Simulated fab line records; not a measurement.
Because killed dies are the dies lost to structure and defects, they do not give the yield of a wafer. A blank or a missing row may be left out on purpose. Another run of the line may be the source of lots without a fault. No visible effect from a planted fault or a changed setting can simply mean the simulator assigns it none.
fab line records	flow n5_finfet	part 2 of 2: steps 26 to 32 of 32
record lots=5	wafers=15	last_day=17
route steps=1938 shown GATE_CUT@505 MOL_CONTACT_COAG@517
lots that met no fault: taken from a fault-free run of the same line
start_h: hours from the record's opening day to when the first of the lot's shown wafers began	wait_h: hours since the lot's step before	" the same as in the row above	L1.1+2: a single row standing in for several wafers	- no value, or no start was given	* or withheld: withheld	< > ~ a bound
route shown NAME@n: names a module that has steps shown in the file, with the first one's number in the route	usual: mean/standard deviation of fault-free wafers	same: alike in all rows	chamber/n: place in a boat	sites: each site's reading	_std_site: standard deviation of those values	_edge_site: mean of outer sites minus mean of inner sites	radius_mm: how far each site lies from the wafer's centre	mask NAME#n: copy n	behind: the last tool/chamber to shape the wafer	hold: cause of the lot's hold/its duration in hours/its outcome	device: the n, p or np transistor that did not switch	end of line: the route-end tests of the same wafers	a step without rows: its recipe alone	killed: at the first sort, the dies lost to defects and structure; wafer yield is something else	map: per-die view of a wafer (x killed, . not killed, _ where there is no die)
set.NAME: the setting as run; set.NAME@STEP: as run at that earlier step	model.NAME: the simulator's own value behind a step, which no gauge read
a table for each step, a row for each wafer; lots at some steps of the route
services: a tool's chamber out of use, with start hour (start_h, from the record's first day; less than 0 if before it), hours out, and reason
## steps
# step N5_MOL_CONTACT_COAG_ETCH_105
# recipe chemistry=CF4	target=SiARC	target_depth_a=156	mask_material=CAR-EUV	time_s=26	ion_energy_ev=80	pressure_mtorr=40	source_w=545	bias_w=36	Ar_flow_sccm=100	cf4_flow_sccm=100	ends=cleared
# usual drypump_motor_current_A=5.7/0.31	etch_rf_on_time_s=26.0/0.57	oes_product_au=0.64/0.056	rf_vpp_V=184.2/1.3	showerhead_plenum_p_Torr=2.15/0.073	throttle_valve_pct=15.68/0.2
lot.wafer	tool	chamber	start_h	wait_h	drypump_motor_current_A	etch_rf_on_time_s	oes_product_au	rf_hours_counter_h	rf_vpp_V	showerhead_plenum_p_Torr	throttle_valve_pct
L079.2	rie_diel-03	2	116.22	0.0	6.1	26.6	0.61	201	182.4	2.14	15.56
L079.3	"	1	"	"	5.3	25.2	0.62	168	185.0	2.22	15.62
L079.6	"	3	"	"	5.9	26.6	0.75	-	187.3	2.27	15.41
L081.2	rie_diel-02	2	129.10	0.0	5.3	25.7	0.62	205	183.7	2.13	15.63
L081.4	"	0	"	"	5.6	27.3	0.58	199	182.9	2.14	15.65
L081.5	"	1	"	"	5.9	26.1	0.62	-	183.5	2.22	15.85
L086.1	rie_diel-06	0	163.24	0.0	5.8	25.6	0.64	170	184.4	2.22	15.70
L086.2	"	3	"	"	5.2	26.1	0.63	160	184.0	2.05	15.38
L086.4	"	1	"	"	5.4	26.4	0.63	198	184.6	2.13	15.93
L087.1	rie_diel-06	3	168.02	0.0	5.2	25.9	0.63	162	183.0	2.05	15.39
L087.2	"	0	"	"	5.8	25.7	0.64	172	186.0	2.22	15.71
L087.6	"	1	"	"	5.4	26.4	0.62	-	184.5	2.13	15.93
L095.2	rie_diel-02	0	212.81	0.0	5.5	27.2	0.57	227	183.0	2.13	15.70
L095.4	"	3	"	"	5.6	25.3	0.62	219	183.3	2.12	16.13
L095.5	"	2	"	"	5.4	25.3	0.61	-	185.1	2.12	15.70
# step N5_MOL_CONTACT_COAG_ETCH_106
# recipe chemistry=N2/H2	target=SOC	target_depth_a=800	overetch_a=160	mask_material=SiARC	temp_c=40	time_s=120	ion_energy_ev=200	pressure_mtorr=30	source_w=840	bias_w=150	n2_flow_sccm=200	h2_flow_sccm=200
# usual drypump_motor_current_A=5.7/0.31	oes_product_au=0.68/0.057	rf_vpp_V=524.2/2.6	showerhead_plenum_p_Torr=2.56/0.093	throttle_valve_pct=17.92/0.21
# same time_s=120
lot.wafer	tool	chamber	start_h	wait_h	drypump_motor_current_A	oes_product_au	rf_hours_counter_h	rf_vpp_V	showerhead_plenum_p_Torr	throttle_valve_pct
L079.2	rie_diel-03	2	116.25	0.0	6.1	0.65	201	523.7	2.52	17.79
L079.3	"	1	"	"	5.3	0.64	168	526.1	2.64	17.85
L079.6	"	3	"	"	5.9	0.81	-	527.6	2.70	17.72
L081.2	rie_diel-02	2	129.13	0.0	5.4	0.65	205	524.1	2.53	17.80
L081.4	"	0	"	"	5.6	0.64	199	523.8	2.51	17.67
L081.5	"	1	"	"	5.9	0.66	-	526.2	2.63	18.13
L086.1	rie_diel-06	0	163.27	0.0	5.8	0.66	170	526.5	2.65	17.99
L086.2	"	3	"	"	5.2	0.66	160	521.1	2.43	17.61
L086.4	"	1	"	"	5.5	0.67	198	523.9	2.53	18.18
L087.1	rie_diel-06	3	168.05	0.0	5.2	0.67	162	520.8	2.43	17.60
L087.2	"	0	"	"	5.8	0.67	172	526.0	2.65	17.98
L087.6	"	1	"	"	5.4	0.65	-	522.0	2.53	18.20
L095.2	rie_diel-02	0	212.84	0.0	5.6	0.62	227	522.1	2.50	17.73
L095.4	"	3	"	"	5.6	0.65	219	522.8	2.50	18.27
L095.5	"	2	"	"	5.4	0.63	-	524.4	2.51	17.85
# step N5_MOL_CONTACT_COAG_STRIP_107
# recipe chemistry=N2/H2	temp_c=40	n2_flow_sccm=200	h2_flow_sccm=200	rf_frequency_hz=6e+07
lot.wafer	tool	chamber	start_h	wait_h
L079.2+3+6	rie_diel-03	2,1,3	116.33	0.0
L081.2+4+5	rie_diel-02	2,0,1	129.21	0.0
L086.1+2+4	rie_diel-06	0,3,1	163.35	0.0
L087.1+2+6	rie_diel-06	3,0,1	168.13	0.0
L095.2+4+5	rie_diel-02	0,3,2	212.92	0.0
# step N5_MOL_CONTACT_COAG_STRIP_108
# recipe chemistry=N2/H2	temp_c=40	n2_flow_sccm=200	h2_flow_sccm=200	rf_frequency_hz=6e+07
lot.wafer	tool	chamber	start_h	wait_h
L079.2+3+6	rie_diel-03	2,1,3	116.34	0.0
L081.2+4+5	rie_diel-02	2,0,1	129.22	0.0
L086.1+2+4	rie_diel-06	0,3,1	163.36	0.0
L087.1+2+6	rie_diel-06	3,0,1	168.14	0.0
L095.2+4+5	rie_diel-02	0,3,2	212.93	0.0
# step N5_MOL_CONTACT_COAG_CONTACT_ETCH_14
# recipe chemistry=C4F6/O2	target=SiO2	target_depth_a=275	overetch_a=85	mask_material=SOC	pressure_mtorr=30	source_w=370	bias_w=185	Ar_flow_sccm=300	C4F6_flow_sccm=16	O2_flow_sccm=10	time_s=20	ion_energy_ev=259.6
# usual drypump_motor_current_A=5.7/0.31	oes_product_au=0.64/0.055	rf_vpp_V=693/3.4	showerhead_plenum_p_Torr=2.89/0.097	throttle_valve_pct=21.29/0.23
# same time_s=20
lot.wafer	tool	chamber	start_h	wait_h	drypump_motor_current_A	oes_product_au	rf_hours_counter_h	rf_vpp_V	showerhead_plenum_p_Torr	throttle_valve_pct
L079.2	rie_diel-03	2	116.35	0.0	6.1	0.61	201	691	2.86	21.10
L079.3	"	1	"	"	5.3	0.62	168	697	2.97	21.18
L079.6	"	3	"	"	5.9	0.76	-	698	3.03	21.03
L081.2	rie_diel-02	2	129.23	0.0	5.4	0.62	205	693	2.85	21.16
L081.4	"	0	"	"	5.6	0.60	199	691	2.85	21.15
L081.5	"	1	"	"	5.9	0.62	-	696	2.96	21.40
L086.1	rie_diel-06	0	163.37	0.0	5.8	0.64	170	696	2.99	21.40
L086.2	"	3	"	"	5.2	0.64	160	688	2.75	20.94
L086.4	"	1	"	"	5.4	0.63	198	692	2.87	21.63
L087.1	rie_diel-06	3	168.15	0.0	5.2	0.64	162	687	2.75	20.94
L087.2	"	0	"	"	5.8	0.63	172	696	2.99	21.42
L087.6	"	1	"	"	5.4	0.63	-	693	2.87	21.62
L095.2	rie_diel-02	0	212.94	0.0	5.7	0.59	227	691	2.84	21.19
L095.4	"	3	"	"	5.6	0.61	219	691	2.84	21.76
L095.5	"	2	"	"	5.4	0.60	-	692	2.84	21.21
# step N5_MOL_CONTACT_COAG_STRIP_109
# recipe chemistry=C4F6/O2	resist=SiARC	rf_frequency_hz=6e+07
lot.wafer	tool	chamber	start_h	wait_h
L079.2+3+6	rie_diel-03	2,1,3	116.38	0.0
L081.2+4+5	rie_diel-02	2,0,1	129.25	0.0
L086.1+2+4	rie_diel-06	0,3,1	163.40	0.0
L087.1+2+6	rie_diel-06	3,0,1	168.17	0.0
L095.2+4+5	rie_diel-02	0,3,2	212.96	0.0
# step N5_MOL_CONTACT_COAG_ETCH_15
# recipe chemistry=CH3F/O2	target=SiNx	target_depth_a=70	mask_material=SOC	stop_on=Si:P	over_etch_frac=0.75	ion_energy_ev=120	pressure_mtorr=30	source_w=395	bias_w=73	Ar_flow_sccm=150	CH3F_flow_sccm=30	O2_flow_sccm=20
# usual drypump_motor_current_A=5.7/0.31	oes_product_au=0.55/0.048	rf_vpp_V=296/5.8	showerhead_plenum_p_Torr=2.01/0.071	throttle_valve_pct=16.37/0.21
lot.wafer	tool	chamber	start_h	wait_h	drypump_motor_current_A	oes_product_au	rf_hours_counter_h	rf_vpp_V	showerhead_plenum_p_Torr	throttle_valve_pct
L079.2	rie_diel-03	2	116.39	0.0	6.1	0.53	201	291	1.99	16.22
L079.3	"	1	"	"	5.3	0.53	168	290	2.07	16.26
L079.6	"	3	"	"	5.9	0.65	-	299	2.11	16.08
L081.2	rie_diel-02	2	129.26	0.0	5.4	0.53	205	299	1.98	16.29
L081.4	"	0	"	"	5.6	0.51	199	298	1.99	16.30
L081.5	"	1	"	"	5.8	0.54	-	302	2.06	16.52
L086.1	rie_diel-06	0	163.41	0.0	5.8	0.54	170	295	2.08	16.44
L086.2	"	3	"	"	5.2	0.54	160	289	1.91	16.07
L086.4	"	1	"	"	5.4	0.54	198	309	1.99	16.69
L087.1	rie_diel-06	3	168.18	0.0	5.2	0.54	162	291	1.91	16.10
L087.2	"	0	"	"	5.8	0.54	172	294	2.08	16.47
L087.6	"	1	"	"	5.4	0.54	-	308	1.99	16.68
L095.2	rie_diel-02	0	212.97	0.0	5.6	0.50	227	299	1.98	16.34
L095.4	"	3	"	"	5.6	0.53	219	295	1.97	16.81
L095.5	"	2	"	"	5.4	0.51	-	298	1.97	16.37
## services
tool	chamber	start_h	hours	kind
euv_scanner-02	-	91.50	1.0	pm
ald_sin-03	-	111.26	6.0	pm
rie_metal-02	1	118.02	13.9	repair
rie_diel-06	3	119.33	22.6	repair
cmp-02	-	128.26	1.0	repair
euv_scanner-01	-	132.75	1.0	pm
cmp-02	-	135.48	4.0	pm
ald_sin-04	1	137.93	12.3	repair
rie_diel-02	1	146.47	3.9	repair
euv_scanner-02	-	147.65	1.0	pm
plasma_asher-02	-	148.95	4.9	repair
cmp-02	-	156.69	0.8	repair
euv_scanner-02	-	166.41	4.6	pm
cmp-04	-	167.18	0.8	repair
rie_metal-03	-	168.61	0.6	repair
ald_sin-04	-	173.10	6.0	pm
ald_sin-04	-	179.10	14.0	pm
euv_scanner-02	-	183.17	1.1	repair
rie_diel-02	3	185.18	6.4	repair
euv_scanner-01	-	187.69	1.0	repair
euv_scanner-01	-	188.90	1.0	pm
plasma_asher-01	-	189.66	1.4	repair
cmp-04	-	194.39	0.8	repair
wet_bench-02	-	206.53	6.9	repair
